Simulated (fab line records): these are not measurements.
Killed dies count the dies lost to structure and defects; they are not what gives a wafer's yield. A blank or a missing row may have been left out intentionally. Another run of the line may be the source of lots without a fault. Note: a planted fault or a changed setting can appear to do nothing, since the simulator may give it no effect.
The tool behind it: which one? -- flow nand_harc -- 36 wafers sampled from 12 lots at 1 step of a route of 1302

## WHAT THE GAUGES READ, wafer by wafer
NHARC_P_ZERO_WELL_CD_MEAS_11 targets a cd of 500 nm.
lot,measured,on,cd_nm (nm)
L075,day 2 07:07,cd_sem-02,497 497 502
L077,day 3 03:08,cd_sem-03,498 495 499
L079,day 3 23:14,cd_sem-02,497 502 500
L081,day 4 19:14,cd_sem-02,494 496 496
L083,day 5 15:14,cd_sem-02,503 507 501
L085,day 6 11:15,cd_sem-03,496 501 498
L087,day 7 07:14,cd_sem-03,495 495 503
L089,day 8 03:17,cd_sem-01,504 501 508
L091,day 8 23:16,cd_sem-01,497 497 496
L093,day 9 19:16,cd_sem-02,496 497 500
L095,day 10 15:15,cd_sem-03,498 501 502
L097,day 11 11:14,cd_sem-01,500 496 500

## WHICH TOOL RAN EACH LOT (tool, then ch and the chambers of the sampled wafers, then the start)
No process step before these readings appears in the record.

## THE ANSWER, worked out from the rows above alone
Rule: what is usual is taken from the lots themselves. The widest of any qualifying gaps counts: lots, ordered by their means at a reading, are off when they make up no more than a third of the lots, leave a main group of 4 or more, and stand apart from it by 3 or more times the standard deviation of that group's means. A main group is skipped when, at the precision printed for the reading in the tables above, its means are all equal. Also off: a lot with no number at a reading for which 4 or more lots have one. The other lots that the step has rows for count as sound.
Across all readings shown, no lot is off: no conclusion can be drawn from this.

## WHAT HAD BEEN PUT IN BY THE SIMULATOR
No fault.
